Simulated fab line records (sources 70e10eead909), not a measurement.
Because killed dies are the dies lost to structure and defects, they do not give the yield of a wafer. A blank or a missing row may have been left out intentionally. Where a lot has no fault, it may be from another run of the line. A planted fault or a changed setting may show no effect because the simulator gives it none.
Which of the tools did it? | flow nand-harc | 11 lots with 32 wafers sampled at 5 steps, on a route of 1302 steps

== WHAT EACH GAUGE READ, for each wafer ==
NHARC_END_SORT_01.
lot  | measured     | on        | killed-at-array
L591 | day 25 04:05 | prober-01 | 47 45 53
L592 | day 25 19:37 | prober-02 | 37 37 29
L595 | day 26 20:40 | prober-02 | 94 95 84
L594 | day 27 04:31 | prober-02 | 80 71 94
L593 | day 27 06:32 | prober-01 | 106 97 83
L596 | day 28 05:53 | prober-02 | 80 80 81
L602 | day 30 10:26 | prober-01 | 643 626
L608 | day 32 05:26 | prober-02 | 63 75 67
L609 | day 35 09:43 | prober-01 | 32 40 49
L610 | day 33 19:40 | prober-01 | 24 27 32
L611 | day 35 08:51 | prober-02 | 107 77 68

== WHAT TOOL EACH LOT RAN ON (gives the tool, then ch and the chambers of the sampled wafers, and finally the start) ==
lot  | NHARC_A_STAIRCASE_ETCH_170                    | NHARC_A_STAIRCASE_TRIM_14                     | NHARC_A_STAIRCASE_ETCH_17          | NHARC_A_STAIRCASE_TRIM_18
L591 | rie-diel-04 ch 1,2,3, day 16 16:51 or earlier | rie-diel-05 ch 0,1,3, day 16 16:51 or earlier | rie-diel-05 ch 1,2,3, day 16 16:51 | rie-diel-05 ch 0,1,2, day 25 04:05 or earlier
L592 | rie-diel-05 ch 1,2,3, day 17 01:19 or earlier | rie-diel-04 ch 0,2,3, day 17 01:19 or earlier | rie-diel-04 ch 0,1,3, day 17 01:19 | rie-diel-04 ch 0,1,3, day 25 19:37 or earlier
L595 | rie-diel-01 ch 1,2, day 18 08:01 or earlier   | rie-diel-01 ch 0,2,3, day 18 08:01 or earlier | rie-diel-01 ch 0,1,2, day 18 08:01 | rie-diel-01 ch 1,2,3, day 26 20:40 or earlier
L594 | rie-diel-01 ch 1,2,3, day 18 08:37 or earlier | rie-diel-04 ch 0,1,3, day 18 08:37 or earlier | rie-diel-04 ch 1,3, day 18 08:37   | rie-diel-04 ch 0,1, day 27 04:31 or earlier
L593 | rie-diel-04 ch 1,2,3, day 18 14:16 or earlier | rie-diel-05 ch 1,2, day 18 14:16 or earlier   | rie-diel-05 ch 1,2,3, day 18 14:16 | rie-diel-05 ch 0,1,2, day 27 06:32 or earlier
L596 | rie-diel-01 ch 0,1, day 19 16:34 or earlier   | rie-diel-05 ch 1,3, day 19 16:34 or earlier   | rie-diel-05 ch 0,3, day 19 16:34   | rie-diel-05 ch 1,3, day 28 05:53 or earlier
L602 | rie-diel-01 ch 0,1, day 21 12:19 or earlier   | rie-diel-01 ch 0,1, day 21 12:19 or earlier   | rie-diel-01 ch 2,3, day 21 12:19   | rie-diel-01 ch 0,3, day 30 10:26 or earlier
L608 | rie-diel-01 ch 0,2,3, day 24 00:03 or earlier | rie-diel-04 ch 1,2,3, day 24 00:03 or earlier | rie-diel-04 ch 0,1,3, day 24 00:03 | rie-diel-04 ch 0,2,3, day 32 05:26 or earlier
L609 | rie-diel-01 ch 0,1, day 24 23:55 or earlier   | rie-diel-01 ch 0,2,3, day 24 23:55 or earlier | rie-diel-01 ch 0,1,2, day 24 23:55 | rie-diel-01 ch 0,1,2, day 35 09:43 or earlier
L610 | rie-diel-01 ch 0,1,2, day 25 02:55 or earlier | rie-diel-04 ch 0,2,3, day 25 02:55 or earlier | rie-diel-04 ch 1,2, day 25 02:55   | rie-diel-04 ch 0,2, day 33 19:40 or earlier
L611 | rie-diel-04 ch 0,2,3, day 25 08:44            | rie-diel-04 ch 0,1,2, day 25 11:37 or earlier | rie-diel-04 ch 1,2,3, day 25 11:37 | rie-diel-04 ch 0,1,2, day 35 08:51 or earlier
- NHARC_A_STAIRCASE_ETCH_170: etches the open film in C4F6/O2, target depth 200 nm, time 66.667 s.
- NHARC_A_STAIRCASE_TRIM_14: chemistry O2, time 211.2 s.
- NHARC_A_STAIRCASE_ETCH_17: etches the open film in C4F8/O2, target depth 100 nm, time 40.5 s.
- NHARC_A_STAIRCASE_TRIM_18: chemistry O2, time 211.2 s.

== THE ANSWER, worked out from the rows above alone ==
Rule: usual is defined by the lots themselves. The widest of any qualifying gaps counts: lots, ordered by their means at a reading, are off when they make up no more than a third of the lots, leave a main group of 4 or more, and stand apart from it by 3 or more times the standard deviation of that group's means. A main group whose means are all the same, to the digits that the tables above print for the reading, isn't used. Also off: a lot with no number at a reading for which 4 or more lots have one. The other lots that the step has rows for count as sound.
Off: L602, at NHARC_END_SORT_01 (killed-at-array). Main group: mean 65, sd 24.
If a tool, at a process step before that reading, ran all the lots that are off and no sound lot after the first of them, it fits. Gauges at NHARC_END_SORT_01: tried the same way as those tools. NHARC_A_STAIRCASE_ETCH_170 gives no start for some lots, so the hours and the order of its lots are those of NHARC_A_STAIRCASE_ETCH_17. NHARC_A_STAIRCASE_TRIM_14 gives no start for some lots, so the hours and the order of its lots are those of NHARC_A_STAIRCASE_ETCH_17. NHARC_A_STAIRCASE_TRIM_18 gives no start for some lots, so the hours and the order of its lots are those of NHARC_END_SORT_01. None of those tried fits.

== WHAT WAS PUT IN BY THE SIMULATOR ==
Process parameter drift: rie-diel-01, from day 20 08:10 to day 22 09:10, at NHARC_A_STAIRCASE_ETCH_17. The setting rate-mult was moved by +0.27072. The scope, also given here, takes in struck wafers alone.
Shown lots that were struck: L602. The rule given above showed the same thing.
